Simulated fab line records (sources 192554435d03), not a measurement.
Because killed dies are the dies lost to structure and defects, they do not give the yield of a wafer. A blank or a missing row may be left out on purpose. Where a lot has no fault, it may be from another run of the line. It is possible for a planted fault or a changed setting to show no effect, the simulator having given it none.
Matching of chambers :: flow n5_finfet :: N5_BEOL_M8_CURE_75 on uv_cure-02 has 3 sister chambers
The step cures SiCOH lowk, time 120 s. 20 wafers are shown with their chamber, then 10 later ones without.

## WAFERS, EACH WITH ITS CHAMBER
wafer: L074.3
chamber: 2
wafer_temp_C_max: 370.9
lamp_power_pct (%): 52.17

wafer: L074.4
chamber: 2
wafer_temp_C_max: 370.7
lamp_power_pct (%): 52.41

wafer: L074.5
chamber: 2
wafer_temp_C_max: 371.0
lamp_power_pct (%): 52.31

wafer: L077.1
chamber: 0
wafer_temp_C_max: 371.3
lamp_power_pct (%): 52.39

wafer: L077.3
chamber: 0
wafer_temp_C_max: 371.5
lamp_power_pct (%): 52.33

wafer: L077.4
chamber: 0
wafer_temp_C_max: 371.1
lamp_power_pct (%): 52.29

wafer: L084.1
chamber: 1
wafer_temp_C_max: 371.8
lamp_power_pct (%): 52.28

wafer: L084.3
chamber: 1
wafer_temp_C_max: 372.1
lamp_power_pct (%): 52.30

wafer: L084.6
chamber: 1
wafer_temp_C_max: 371.9
lamp_power_pct (%): 52.36

wafer: L085.3
chamber: 0
wafer_temp_C_max: 371.0
lamp_power_pct (%): 52.23

wafer: L085.4
chamber: 0
wafer_temp_C_max: 371.3
lamp_power_pct (%): 52.33

wafer: L085.5
chamber: 0
wafer_temp_C_max: 370.7
lamp_power_pct (%): 52.22

wafer: L088.2
chamber: 2
wafer_temp_C_max: 371.8
lamp_power_pct (%): 52.30

wafer: L088.4
chamber: 2
wafer_temp_C_max: 371.2
lamp_power_pct (%): 52.33

wafer: L088.5
chamber: 2
wafer_temp_C_max: 371.3
lamp_power_pct (%): 52.35

wafer: L089.1
chamber: 2
wafer_temp_C_max: 370.8
lamp_power_pct (%): 52.30

wafer: L089.5
chamber: 2
wafer_temp_C_max: 370.6
lamp_power_pct (%): 52.49

wafer: L089.6
chamber: 2
wafer_temp_C_max: 371.4
lamp_power_pct (%): 52.29

wafer: L090.1
chamber: 2
wafer_temp_C_max: 370.9
lamp_power_pct (%): 52.30

wafer: L090.2
chamber: 2
wafer_temp_C_max: 371.2
lamp_power_pct (%): 52.29

SIGNATURES, as means of the wafers listed above
reading: wafer_temp_C_max
chamber 0: 371.150
chamber 1: 371.933
chamber 2: 371.073
scatter within a chamber: 0.313

reading: lamp_power_pct
chamber 0: 52.2983
chamber 1: 52.3133
chamber 2: 52.3218
scatter within a chamber: 0.0721
Rule: for a wafer and a chamber, the distance is found by dividing, reading by reading, the gap between the wafer's reading and the chamber's mean by the reading's scatter, squaring, summing and taking the root. The wafer belongs to the nearest chamber; if the next one is less than 2 further off, it can't be placed. The scatter: take each reading less its chamber's mean, square it, sum over the shown wafers, divide by the number of wafers less the number of chambers, and take the root.

## WAFERS WITH NO CHAMBER GIVEN
wafer: L090.5
wafer_temp_C_max: 371.4
lamp_power_pct (%): 52.33

wafer: L092.1
wafer_temp_C_max: 371.4
lamp_power_pct (%): 52.30

wafer: L092.3
wafer_temp_C_max: 371.6
lamp_power_pct (%): 52.31

wafer: L092.4
wafer_temp_C_max: 371.2
lamp_power_pct (%): 52.25

wafer: L094.1
wafer_temp_C_max: 371.2
lamp_power_pct (%): 52.26

wafer: L094.2
wafer_temp_C_max: 371.5
lamp_power_pct (%): 52.28

wafer: L094.6
wafer_temp_C_max: 371.2
lamp_power_pct (%): 52.34

wafer: L097.1
wafer_temp_C_max: 371.1
lamp_power_pct (%): 52.30

wafer: L097.4
wafer_temp_C_max: 371.7
lamp_power_pct (%): 52.45

wafer: L097.6
wafer_temp_C_max: 371.2
lamp_power_pct (%): 52.29

## WHICH CHAMBER EACH ONE RAN IN
wafer: L090.5
from the rows above: can't be placed: 0 or 2 or 1
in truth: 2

wafer: L092.1
from the rows above: can't be placed: 0 or 2 or 1
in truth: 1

wafer: L092.3
from the rows above: can't be placed: 1 or 0 or 2
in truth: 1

wafer: L092.4
from the rows above: can't be placed: 0 or 2 or 1
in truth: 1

wafer: L094.1
from the rows above: can't be placed: 0 or 2 or 1
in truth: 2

wafer: L094.2
from the rows above: can't be placed: 0 or 1 or 2
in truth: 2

wafer: L094.6
from the rows above: can't be placed: 2 or 0 or 1
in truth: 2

wafer: L097.1
from the rows above: can't be placed: 0 or 2
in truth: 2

wafer: L097.4
from the rows above: can't be placed: 1 or 2 or 0
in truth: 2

wafer: L097.6
from the rows above: can't be placed: 0 or 2
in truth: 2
Correct placement for 0 of the 10. Cannot be placed on the basis of these rows: 10; the candidates contain the true chamber in 10. Wrongly placed: 0.
